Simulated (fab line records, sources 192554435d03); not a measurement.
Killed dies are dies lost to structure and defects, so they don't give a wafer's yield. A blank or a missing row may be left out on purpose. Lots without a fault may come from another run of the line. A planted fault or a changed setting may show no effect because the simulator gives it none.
Split-lot experiment | flow n5_finfet | 7 lots, 21 wafers read, on a route of 1938 steps

THE SPLIT
At N5_BEOL_M13_ETCH_67 (etches SiARC in CF4, target depth 143 nm, time 238.3 s), the setting bias_w was moved away from the recipe's 36 W on 11 of the 21 wafers read, by -17.2% to +11.5%. The other wafers ran this setting at the recipe's value.

The reading is taken at the split's own step.

THE READING
rf_vpp_V, in V, at N5_BEOL_M13_ETCH_67 (etches SiARC in CF4, target depth 143 nm, time 238.3 s). Fault-free wafers of this fab line usually give 184.4 V, standard deviation 1.1 V.

wafer  | tool, chamber at the split | bias_w as run, W | against the recipe | rf_vpp_V, V | against lot-mates on the recipe
L075.2 | rie_diel-02, 3             | 31.47            | -12.6%             | 168.6       | -16.0
L075.3 | rie_diel-02, 1             | 36               | recipe             | 184.6       | -
L075.4 | rie_diel-02, 1             | 31.47            | -12.6%             | 170.5       | -14.1
L078.1 | rie_diel-02, 1             | 36               | recipe             | 186.1       | -
L078.2 | rie_diel-02, 3             | 36               | recipe             | 186.8       | -
L078.5 | rie_diel-02, 3             | 36               | recipe             | 185.9       | -
L081.3 | rie_diel-05, 0             | 33.49            | -7.0%              | 177.0       | -5.7
L081.5 | rie_diel-05, 1             | 33.49            | -7.0%              | 173.8       | -8.9
L081.6 | rie_diel-05, 2             | 36               | recipe             | 182.7       | -
L080.2 | rie_diel-02, 0             | 29.79            | -17.2%             | 164.7       | no lot-mate on the recipe
L080.4 | rie_diel-02, 1             | 29.79            | -17.2%             | 164.3       | no lot-mate on the recipe
L080.6 | rie_diel-02, 3             | 29.79            | -17.2%             | 165.3       | no lot-mate on the recipe
L087.3 | rie_diel-04, 2             | 36               | recipe             | 184.2       | -
L087.4 | rie_diel-04, 3             | 36               | recipe             | 184.7       | -
L087.6 | rie_diel-04, 1             | 36               | recipe             | 186.6       | -
L093.4 | rie_diel-05, 2             | 39.48            | +9.7%              | 194.2       | no lot-mate on the recipe
L093.5 | rie_diel-05, 2             | 39.48            | +9.7%              | 194.4       | no lot-mate on the recipe
L093.6 | rie_diel-05, 3             | 39.48            | +9.7%              | 195.0       | no lot-mate on the recipe
L096.2 | rie_diel-02, 2             | 36               | recipe             | 183.6       | -
L096.4 | rie_diel-02, 0             | 40.15            | +11.5%             | 198.6       | +14.3
L096.5 | rie_diel-02, 1             | 36               | recipe             | 185.0       | -

THE FIT
A straight line over all 21 wafers: rf_vpp_V changes by +1.15 V for each +1% of bias_w; r = +0.99; the points scatter about the line by 1.3 V.
The same after taking each lot's own level away (the mean of its wafers on the recipe; 15 wafers): +1.19 V for each +1%; r = +0.99; scatter 1 V.
On that fit, the largest move of bias_w shifts the reading by 20 V.
The lots' own levels span 182.70 to 186.27 V, that is 3.2 times the standard deviation above.
So the lot-to-lot level changes the slope little: the two slopes agree.
Check: with one of the wafers moved furthest among these (-12.6%) left out of the fit, the line predicts -14.3 V for it against its lot-mates. It came out at -16 V against them.
Tool readings at the split's step, against how far the setting was moved: rf_vpp_V r = +0.99.

OTHER SPLITS ON THESE WAFERS
These wafers also went through other splits before the reading. Each is held against what the fit with the lots' levels taken away leaves over:
other split on the same wafers | wafers away from the commonest value | r with rf_vpp_V (lot level and that fit taken away)
N5_BEOL_M11_COAT_05 spin_rpm   | 7                                    | -0.49
N5_BEOL_M13_COAT_58 spin_rpm   | 5                                    | -0.06
N5_BEOL_M13_COAT_22 spin_rpm   | 7                                    | -0.01

THE FILE'S OWN FIT
rf_vpp_V changes by +1.19 V for each +1% of bias_w, r = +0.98.
